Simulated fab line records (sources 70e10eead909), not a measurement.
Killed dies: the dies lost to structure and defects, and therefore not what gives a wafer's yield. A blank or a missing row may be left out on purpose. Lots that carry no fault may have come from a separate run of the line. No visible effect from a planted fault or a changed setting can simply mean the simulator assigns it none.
fab line records    flow nand_harc
record: lots: 13  wafers: 39  last_day: 33
route steps=1302 shown A_STAIRCASE@650
lots that met no fault: taken from a fault-free run of the same line
start_h: hours from the record's opening day to when the first of the lot's shown wafers began    wait_h: hours from the lot's prior step to this one    " same as the row above    L1.1+2: one row covering several wafers at once    - value missing, or start not given    * or withheld: withheld    < > ~ a bound
route shown NAME@n: a module of which the file shows steps, and the number in the route of the first    usual: mean/standard deviation of fault-free wafers    same: alike in all rows    chamber/n: place in a boat    sites: readings site by site    _std_site: standard deviation across them    _edge_site: outer sites' mean less inner sites'    radius_mm: for every site, how far away it sits from the centre of the wafer    mask NAME#n: copy n    behind: tool/chamber where the wafer was last shaped    hold: the reason the lot was held/the length of the hold in hours/how it ended    device: the transistor (n, p or np) that didn't switch    end of line: the route-end tests of the same wafers    a step with no rows: only its recipe    killed: dies lost to structure and defects at the first sort, not the wafer's yield    map: a wafer's dies, marking killed ones x, the rest . and places with no die _
set.NAME: setting as actually run; set.NAME@STEP: the setting as run at that earlier step    model.NAME: the simulator's own value behind a step, which no gauge read
the route's steps for a sample of lots (tables are steps, rows are wafers)
services: when a tool's chamber went out of use (start_h, in hours from the record's first day, below 0 if earlier), for how many hours, and the reason
== steps ==
step: NHARC_A_STAIRCASE_DESCUM_168
recipe: time_s: 3  o2_flow_sccm: 200  ar_flow_sccm: 0  bias_power_w: 0  chemistry: O2
usual: drypump_motor_current_A: 5.7/0.48  oes_product_au: 1.001/0.0083  rf_vpp_V: 57.8/0.86  showerhead_plenum_p_Torr: 1.89/0.065  throttle_valve_pct: 11.311/0.0087
lot.wafer  tool         chamber  start_h  wait_h  drypump_motor_current_A  oes_product_au  rf_hours_counter_h  rf_vpp_V  showerhead_plenum_p_Torr  throttle_valve_pct
L178.4     rie_diel-04  1        352.05   -       5.7                      0.993           54                  57.2      1.91                      11.311
L178.1     "            3        "        "       6.2                      0.987           51                  59.2      1.80                      11.311
L178.3     "            0        "        "       5.5                      0.997           52                  58.7      1.87                      11.303
L181.2     rie_diel-07  3        371.12   -       5.4                      0.998           27                  58.2      1.95                      11.314
L181.1     "            1        "        "       5.7                      1.002           20                  58.6      1.92                      11.320
L181.5     "            2        "        "       6.7                      1.010           -                   59.3      1.95                      11.310
L180.2     rie_diel-07  2        376.32   -       6.6                      1.018           25                  59.3      1.95                      11.300
L180.1     "            3        "        "       5.4                      0.996           28                  58.3      1.95                      11.313
L180.3     "            1        "        "       5.7                      0.998           21                  58.5      1.92                      11.312
L184.1     rie_diel-04  1        403.35   -       5.7                      1.003           14                  58.6      1.91                      11.312
L184.3     "            3        "        "       6.2                      0.990           15                  57.3      1.80                      11.303
L184.6     "            1        "        "       5.7                      0.998           -                   56.6      1.91                      11.308
L192.1     rie_diel-01  2        486.49   -       5.1                      0.990           36                  57.1      1.92                      11.310
L192.3     "            3        "        "       5.1                      0.993           42                  58.9      1.98                      11.312
L192.5     "            0        "        "       5.7                      0.995           -                   57.8      1.84                      11.317
L193.2     rie_diel-04  2        500.67   -       5.3                      0.983           43                  57.7      1.82                      11.294
L193.5     "            3        "        "       6.2                      1.009           -                   56.6      1.79                      11.321
L193.6     "            0        "        "       5.5                      0.998           -                   56.6      1.86                      11.311
L191.3     rie_diel-04  1        513.36   -       5.7                      1.009           43                  58.2      1.90                      11.327
L191.1     "            2        "        "       5.3                      1.000           47                  58.2      1.82                      11.309
L191.2     "            3        "        "       6.2                      1.000           45                  57.6      1.79                      11.317
L194.1     rie_diel-01  0        518.89   -       5.7                      0.993           47                  56.3      1.84                      11.306
L194.5     "            3        "        "       5.1                      1.000           -                   58.2      1.98                      11.321
L194.4     "            0        "        "       5.7                      0.989           -                   58.0      1.84                      11.309
L196.3     rie_diel-07  3        540.88   -       5.3                      1.007           24                  57.3      1.93                      11.313
L196.5     "            3        "        "       5.3                      1.009           -                   59.1      1.93                      11.308
L196.6     "            0        "        "       6.2                      1.013           -                   57.1      1.85                      11.303
L200.4     rie_diel-04  2        567.23   -       5.3                      0.996           4                   58.4      1.82                      11.309
L200.2     "            3        "        "       6.2                      1.003           3                   56.1      1.79                      11.316
L200.5     "            2        "        "       5.2                      1.004           -                   57.7      1.82                      11.311
L197.3     rie_diel-07  1        567.58   -       5.7                      0.992           27                  58.8      1.90                      11.317
L197.1     "            2        "        "       6.7                      1.025           27                  57.3      1.93                      11.308
L197.2     "            0        "        "       6.3                      1.004           35                  59.0      1.85                      11.308
L199.4     rie_diel-04  1        571.66   -       5.7                      1.004           5                   57.4      1.90                      11.309
L199.2     "            3        "        "       6.2                      0.996           4                   57.8      1.79                      11.332
L199.5     "            1        "        "       5.7                      1.013           -                   56.5      1.90                      11.330
L201.1     rie_diel-04  0        580.04   -       5.5                      0.999           6                   56.7      1.85                      11.314
L201.5     "            1        "        "       5.7                      1.001           -                   57.8      1.89                      11.318
L201.6     "            2        "        "       5.3                      0.993           -                   57.7      1.82                      11.312
step: NHARC_A_STAIRCASE_STRIP_171
recipe: power_w: 1500  temp_c: 250  chemistry: O2
usual: drypump_motor_current_A: 5.62/0.13  heater_power_w: 361/34
lot.wafer  tool             chamber  start_h  wait_h  drypump_motor_current_A  heater_power_w  rf_hours_counter_h
L178.1     plasma_asher-01  1        352.41   -       5.56                     323             0
L178.4     "                0        "        "       5.42                     320             -
L178.3     "                1        "        "       5.55                     335             -
L181.1     plasma_asher-02  1        371.54   -       5.62                     389             24
L181.2     "                0        "        "       5.76                     364             24
L181.5     "                0        "        "       5.78                     364             -
L180.2     plasma_asher-02  0        377.09   -       5.77                     377             25
L180.1     "                1        "        "       5.65                     401             25
L180.3     "                1        "        "       5.62                     407             -
L184.1     plasma_asher-01  1        403.71   -       5.56                     328             9
L184.3     "                1        "        "       5.54                     321             -
L184.6     "                0        "        "       5.41                     326             -
L192.1     plasma_asher-02  0        486.86   -       5.78                     361             10
L192.3     "                1        "        "       5.62                     398             -
L192.5     "                0        "        "       5.80                     366             -
L193.2     plasma_asher-02  1        501.06   -       5.66                     410             13
L193.5     "                1        "        "       5.66                     405             -
L193.6     "                0        "        "       5.80                     360             -
L191.2     plasma_asher-02  1        513.68   -       5.62                     402             15
L191.1     "                0        "        "       5.78                     361             15
L191.3     "                1        "        "       5.65                     406             -
L194.1     plasma_asher-02  0        519.25   -       5.78                     371             15
L194.4     "                0        "        "       5.77                     364             -
L194.5     "                0        "        "       5.81                     362             -
L196.3     plasma_asher-01  0        541.29   -       5.41                     312             -
L196.6     "                0        "        "       5.41                     316             -
L196.5     "                1        "        "       5.54                     323             -
L200.2     plasma_asher-02  1        568.10   -       5.67                     411             29
L200.4     "                0        "        "       5.78                     371             -
L200.5     "                0        "        "       5.85                     360             -
L197.1     plasma_asher-01  0        568.29   -       5.42                     321             6
L197.2     "                1        "        "       5.55                     338             6
L197.3     "                0        "        "       5.42                     323             -
L199.2     plasma_asher-01  0        572.02   -       5.40                     315             6
L199.4     "                0        "        "       5.41                     311             -
L199.5     "                1        "        "       5.53                     334             -
L201.1     plasma_asher-01  1        580.33   -       5.56                     323             8
L201.5     "                1        "        "       5.55                     333             -
L201.6     "                0        "        "       5.42                     311             -
step: NHARC_A_STAIRCASE_TRIM_12
recipe: time_s: 211.2  o2_flow_sccm: 500  ar_flow_sccm: 0  bias_w: 0  chemistry: O2
usual: drypump_motor_current_A: 5.7/0.5  oes_product_au: 1.002/0.0073  rf_vpp_V: 57.8/0.93  run_length_s: 232.4/0.43  showerhead_plenum_p_Torr: 3.50/0.13  throttle_valve_pct: 17.037/0.0094
same: bias_w: 0
lot.wafer  tool         chamber  start_h  wait_h  drypump_motor_current_A  oes_product_au  rf_hours_counter_h  rf_vpp_V  run_length_s  showerhead_plenum_p_Torr  throttle_valve_pct
L178.1     rie_diel-07  1        353.98   0.1     5.7                      0.993           16                  58.4      232.1         3.55                      17.042
L178.4     "            2        "        "       6.7                      0.999           21                  59.4      232.4         3.59                      17.024
L178.3     "            3        "        "       5.4                      0.996           24                  57.3      232.4         3.60                      17.043
L181.2     rie_diel-04  3        373.14   0.1     6.2                      1.006           2                   56.7      232.4         3.34                      17.028
L181.1     "            2        "        "       5.3                      1.009           1                   58.1      232.8         3.39                      17.038
L181.5     "            3        "        "       6.2                      1.007           -                   57.9      231.9         3.34                      17.025
L180.3     rie_diel-04  3        378.72   0.1     6.2                      0.994           3                   56.7      231.8         3.34                      17.023
L180.2     "            0        "        "       5.5                      1.007           3                   59.1      232.7         3.45                      17.031
L180.1     "            2        "        "       5.3                      0.997           2                   56.5      232.8         3.39                      17.054
L184.3     rie_diel-04  3        406.57   0.2     6.2                      0.996           16                  57.1      322.1         3.33                      17.032
L184.1     "            1        "        "       5.7                      1.010           15                  57.6      232.7         3.52                      17.028
L184.6     "            2        "        "       5.3                      1.000           -                   57.8      233.0         3.39                      17.034
L192.3     rie_diel-01  0        488.34   0.1     5.8                      0.992           42                  57.2      232.9         3.41                      17.036
L192.1     "            3        "        "       5.1                      1.004           42                  59.0      232.5         3.65                      17.038
L192.5     "            2        "        "       5.1                      0.998           -                   58.9      232.8         3.53                      17.050
L193.2     rie_diel-01  3        502.67   0.1     5.1                      1.004           45                  58.4      231.9         3.65                      17.047
L193.6     "            2        "        "       5.1                      1.006           -                   57.9      232.2         3.53                      17.067
L193.5     "            3        "        "       5.1                      1.011           -                   58.0      232.0         3.65                      17.027
L191.1     rie_diel-01  0        515.25   0.1     5.7                      1.008           46                  57.6      232.6         3.40                      17.032
L191.3     "            1        "        "       5.1                      1.003           30                  59.5      231.7         3.79                      17.027
L191.2     "            3        "        "       5.2                      0.997           48                  60.0      231.9         3.65                      17.024
L194.1     rie_diel-04  3        520.85   0.1     6.2                      0.996           47                  57.1      232.0         3.31                      17.025
L194.5     "            2        "        "       5.3                      0.999           -                   58.0      232.7         3.37                      17.045
L194.4     "            3        "        "       6.2                      1.006           -                   56.2      232.6         3.31                      17.024
L196.3     rie_diel-07  3        543.39   0.1     5.4                      1.008           25                  59.2      232.2         3.56                      17.028
L196.6     "            0        "        "       6.3                      1.010           -                   58.8      233.1         3.42                      17.039
L196.5     "            1        "        "       5.7                      1.005           -                   58.5      231.6         3.52                      17.034
L200.4     rie_diel-01  0        569.66   0.1     5.7                      1.008           0                   56.7      233.0         3.40                      17.033
L200.2     "            2        "        "       5.1                      0.998           0                   56.7      232.4         3.52                      17.050
L200.5     "            0        "        "       5.7                      1.009           -                   58.0      232.6         3.40                      17.034
L197.3     rie_diel-07  2        569.98   0.1     6.7                      1.014           28                  58.8      232.4         3.56                      17.032
L197.1     "            3        "        "       5.3                      1.003           35                  59.2      232.8         3.56                      17.025
L197.2     "            1        "        "       5.7                      1.018           28                  59.3      231.5         3.51                      17.041
L199.4     rie_diel-01  0        573.72   0.1     5.7                      0.994           1                   58.0      232.4         3.40                      17.027
L199.2     "            2        "        "       5.1                      0.993           1                   58.6      232.7         3.52                      17.039
L199.5     "            1        "        "       5.1                      0.990           -                   58.6      232.3         3.78                      17.046
L201.1     rie_diel-04  0        581.94   0.2     5.5                      1.012           6                   58.4      233.3         3.42                      17.058
L201.6     "            3        "        "       6.2                      1.003           -                   58.6      231.8         3.31                      17.029
L201.5     "            0        "        "       5.5                      1.005           -                   58.2      233.2         3.42                      17.045
step: NHARC_A_STAIRCASE_TRIM_16
recipe: time_s: 211.2  o2_flow_sccm: 500  ar_flow_sccm: 0  bias_w: 0  chemistry: O2
usual: drypump_motor_current_A: 5.6/0.47  oes_product_au: 1.000/0.0072  rf_vpp_V: 57.7/0.82  run_length_s: 232.4/0.43  showerhead_plenum_p_Torr: 3.50/0.12  throttle_valve_pct: 17.035/0.0094
same: bias_w: 0
lot.wafer  tool         chamber  start_h  wait_h  drypump_motor_current_A  oes_product_au  rf_hours_counter_h  rf_vpp_V  run_length_s  showerhead_plenum_p_Torr  throttle_valve_pct
L178.4     rie_diel-07  0        -        -       6.2                      1.017           19                  57.0      232.9         3.45                      17.040
L178.1     "            1        "        "       5.7                      1.001           16                  55.8      232.0         3.55                      17.040
L178.3     "            2        "        "       6.7                      1.013           21                  57.9      232.1         3.59                      17.033
L181.1     rie_diel-04  0        -        -       5.5                      1.004           2                   56.4      232.5         3.45                      17.034
L181.2     "            1        "        "       5.7                      1.001           1                   58.1      232.5         3.53                      17.023
L181.5     "            0        "        "       5.5                      0.997           -                   58.0      232.8         3.45                      17.017
L180.2     rie_diel-04  0        -        -       5.5                      1.001           3                   58.0      232.7         3.45                      17.043
L180.1     "            2        "        "       5.3                      1.012           3                   58.5      232.9         3.39                      17.035
L180.3     "            3        "        "       6.2                      0.997           4                   58.0      232.3         3.34                      17.035
L184.3     rie_diel-04  3        -        -       6.2                      0.997           17                  56.4      231.9         3.33                      17.030
L184.1     "            0        "        "       5.5                      0.999           18                  58.7      232.4         3.44                      17.028
L184.6     "            3        "        "       6.2                      0.986           -                   57.5      232.0         3.33                      17.030
L192.1     rie_diel-01  2        -        -       5.1                      0.996           36                  56.9      232.3         3.53                      17.043
L192.3     "            3        "        "       5.1                      1.004           42                  58.1      231.8         3.65                      17.035
L192.5     "            2        "        "       5.1                      0.997           -                   57.0      232.8         3.53                      17.034
L193.2     rie_diel-01  2        -        -       5.1                      1.000           40                  56.6      232.3         3.53                      17.040
L193.6     "            3        "        "       5.1                      1.002           -                   58.3      232.2         3.65                      17.033
L193.5     "            0        "        "       5.8                      0.995           -                   57.3      232.6         3.40                      17.033
L191.1     rie_diel-01  3        -        -       5.1                      0.990           48                  58.7      231.8         3.65                      17.036
L191.3     "            0        "        "       5.7                      0.985           46                  56.1      232.7         3.40                      17.046
L191.2     "            1        "        "       5.1                      0.989           30                  58.4      231.8         3.79                      17.037
L194.1     rie_diel-04  3        -        -       6.2                      1.002           48                  57.2      231.8         3.31                      17.042
L194.4     "            3        "        "       6.3                      0.998           -                   57.7      232.1         3.31                      17.036
L194.5     "            1        "        "       5.7                      0.999           -                   57.5      232.7         3.50                      17.025
L196.3     rie_diel-07  1        -        -       5.7                      0.998           20                  57.5      232.1         3.52                      17.034
L196.5     "            0        "        "       6.3                      0.994           -                   57.1      232.8         3.42                      17.023
L196.6     "            1        "        "       5.7                      0.989           -                   57.8      231.7         3.52                      17.036
L200.2     rie_diel-01  0        -        -       5.7                      0.996           0                   58.1      232.5         3.40                      17.040
L200.4     "            3        "        "       5.1                      1.011           0                   57.5      232.2         3.64                      17.046
L200.5     "            1        "        "       5.1                      0.993           -                   57.8      232.1         3.78                      17.048
L197.2     rie_diel-07  1        -        -       5.7                      0.993           29                  58.3      231.7         3.51                      17.056
L197.1     "            3        "        "       5.4                      1.002           36                  58.4      232.9         3.56                      17.039
L197.3     "            0        "        "       6.2                      0.991           36                  58.4      232.9         3.41                      17.029
L199.2     rie_diel-01  1        -        -       5.1                      0.999           1                   58.6      232.0         3.78                      17.023
L199.4     "            2        "        "       5.1                      0.997           1                   58.6      232.4         3.52                      17.019
L199.5     "            3        "        "       5.1                      1.011           -                   59.2      231.7         3.64                      17.024
L201.1     rie_diel-04  3        -        -       6.2                      1.008           7                   58.0      231.8         3.31                      17.042
L201.6     "            1        "        "       5.7                      1.006           -                   58.2      232.7         3.50                      17.054
L201.5     "            2        "        "       5.3                      0.991           -                   56.7      232.8         3.36                      17.028
== services ==
tool             chamber  start_h  hours  kind
rie_diel-04      0        338.76   -      clean
rie_diel-04      1        338.76   -      clean
rie_diel-04      2        338.76   -      clean
plasma_asher-02  -        340.77   1.2    repair
rie_diel-04      -        357.29   9.0    pm
rie_diel-01      2        357.92   4.0    repair
rie_diel-04      1        377.71   4.7    repair
rie_diel-01      -        381.75   9.0    pm
rie_diel-07      1        405.40   4.9    repair
rie_diel-01      3        406.68   5.1    repair
plasma_asher-02  -        426.47   9.0    pm
rie_diel-04      2        439.61   1.2    repair
rie_diel-07      -        472.81   9.0    pm
rie_diel-01      1        474.69   16.8   repair
rie_diel-01      0        491.18   4.9    repair
plasma_asher-01  -        494.12   1.4    repair
rie_diel-01      2        514.02   7.7    repair
plasma_asher-01  -        519.56   9.0    pm
rie_diel-04      0        520.71   8.1    repair
rie_diel-04      -        534.29   9.0    pm
rie_diel-01      -        560.44   9.0    pm
rie_diel-04      0        563.20   2.9    repair
plasma_asher-01  -        576.84   1.6    repair
plasma_asher-01  -        580.66   3.7    repair
== key ==
first_sign: step: NHARC_A_STAIRCASE_TRIM_12  reading: run_length_s  direction: up  sigmas: 99+  usual: *  struck: *
effect none on later readings
met_at NHARC_A_STAIRCASE_TRIM_12
struck_lots L184
struck_wafers L184.3
later_rows_left_out L184.3
sort_left_out L184.3
tester_left_out L184
not_acting_at NHARC_A_STAIRCASE_DESCUM_168,NHARC_A_STAIRCASE_STRIP_171,NHARC_A_STAIRCASE_TRIM_16
onset_between 378.72 406.57
fault: kind: process_parameter_drift  tool: rie_diel-04  chamber: 3  onset_h: 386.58  steps: NHARC_A_STAIRCASE_TRIM_12  channel: time_s  offset: *  shape: step  end_h: 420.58  acts_in: *  stated: *
tester_left_out: of these lots the tester's yield and bins aren't shown, on N5 and GAA mostly nor the transistor test; their killed dies are dies lost to structure and defects alone, not to doping, threshold or leakage, so they don't give the yield
sort_left_out: the simulated sort isn't trusted on such a fault, so these wafers' sort isn't shown, and their yield isn't known
later_rows_left_out: the simulator's readings of these wafers behind a module that went badly wrong aren't trusted and aren't shown, but for the sort
